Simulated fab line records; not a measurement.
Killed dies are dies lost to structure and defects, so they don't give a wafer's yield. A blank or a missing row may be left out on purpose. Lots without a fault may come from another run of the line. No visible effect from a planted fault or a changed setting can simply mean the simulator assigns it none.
Lot-split experiment    flow n5 finfet    39 wafers read from 7 lots, route of 1938 steps

SPLIT DETAILS
At N5_DUMMY_GATE_EXPOSE_12 (exposes mask GATE, target cd 25 nm), the setting dose mj was moved away from the recipe's 34 on 15 of the 39 wafers read, by -4.5% to +7.8%. For the rest of the wafers, this setting stayed at what the recipe calls for.

FROM THE SPLIT TO THE READING: what the file shows between them, 2 steps
- N5_DUMMY_GATE_PEB_13: peb time 60 s
- N5_DUMMY_GATE_DEVELOP_14: develop time 30 s

THE READING
cd nm, in nm, at N5_DUMMY_GATE_CD_MEAS_15 (target cd 25.8 nm). Fault-free wafers of this fab line usually give 25.02 nm, standard deviation 0.24 nm.

wafer   tool, chamber at the split  dose mj as run  against the recipe  cd nm, nm  against lot-mates on the recipe
L077.1  euv scanner-02, 0           34              recipe              25.21      -
L077.2  euv scanner-02, 0           34              recipe              25.14      -
L077.3  euv scanner-02, 0           34              recipe              24.86      -
L077.4  euv scanner-02, 0           34              recipe              25.09      -
L077.5  euv scanner-02, 0           34              recipe              25.08      -
L077.6  euv scanner-02, 0           34              recipe              25.02      -
L078.1  euv scanner-02, 0           34              recipe              25.18      -
L078.2  euv scanner-02, 0           34              recipe              25.39      -
L078.3  euv scanner-02, 0           35.69           +5.0%               23.88      -1.47
L078.4  euv scanner-02, 0           35.69           +5.0%               24.34      -1.01
L078.5  euv scanner-02, 0           34              recipe              25.48      -
L078.6  euv scanner-02, 0           35.69           +5.0%               24.15      -1.20
L080.1  euv scanner-02, 0           34              recipe              25.32      -
L080.2  euv scanner-02, 0           32.46           -4.5%               25.84      +0.69
L080.3  euv scanner-02, 0           34              recipe              25.31      -
L080.4  euv scanner-02, 0           32.46           -4.5%               26.00      +0.85
L080.5  euv scanner-02, 0           34              recipe              24.82      -
L080.6  euv scanner-02, 0           32.46           -4.5%               26.05      +0.90
L085.1  euv scanner-01, 0           35.21           +3.6%               24.11      -0.70
L085.2  euv scanner-01, 0           34              recipe              25.06      -
L085.3  euv scanner-01, 0           34              recipe              24.60      -
L085.4  euv scanner-01, 0           35.21           +3.6%               24.37      -0.44
L085.5  euv scanner-01, 0           34              recipe              24.78      -
L085.6  euv scanner-01, 0           35.21           +3.6%               24.22      -0.59
L091.1  euv scanner-02, 0           32.88           -3.3%               26.06      +1.18
L091.2  euv scanner-02, 0           32.88           -3.3%               25.76      +0.88
L091.3  euv scanner-02, 0           32.88           -3.3%               25.77      +0.89
L091.4  euv scanner-02, 0           34              recipe              25.08      -
L091.5  euv scanner-02, 0           34              recipe              24.57      -
L091.6  euv scanner-02, 0           34              recipe              24.99      -
L093.1  euv scanner-01, 0           34              recipe              25.11      -
L093.2  euv scanner-01, 0           34              recipe              25.29      -
L093.5  euv scanner-01, 0           34              recipe              25.32      -
L095.1  euv scanner-01, 0           34              recipe              25.07      -
L095.2  euv scanner-01, 0           36.64           +7.8%               23.70      -1.35
L095.3  euv scanner-01, 0           34              recipe              25.07      -
L095.4  euv scanner-01, 0           34              recipe              25.00      -
L095.5  euv scanner-01, 0           36.64           +7.8%               23.59      -1.46
L095.6  euv scanner-01, 0           36.64           +7.8%               23.47      -1.58

THE FIT
A straight line over all 39 wafers: cd nm changes by -0.201 nm for each +1% of dose mj; r = -0.95; the points scatter about the line by 0.21 nm.
The same after taking each lot's own level away (the mean of its wafers on the recipe; 39 wafers): -0.206 nm for each +1%; r = -0.96; scatter 0.19 nm.
On that fit, the largest move of dose mj shifts the reading by 1.6 nm.
From 24.813 to 25.350 nm: that is the span of the lots' own levels, equal to 2.2 times the standard deviation above.
So the lot-to-lot level changes the slope little: the two slopes agree.
Check: -1.62 nm against its lot-mates is what the line predicts for one of the wafers moved furthest among these (+7.8%) when that wafer is left out of the fit. Against them it came out at -1.35 nm.

THE FILE'S OWN FIT
cd nm changes by -0.205 nm for each +1% of dose mj, r = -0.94.
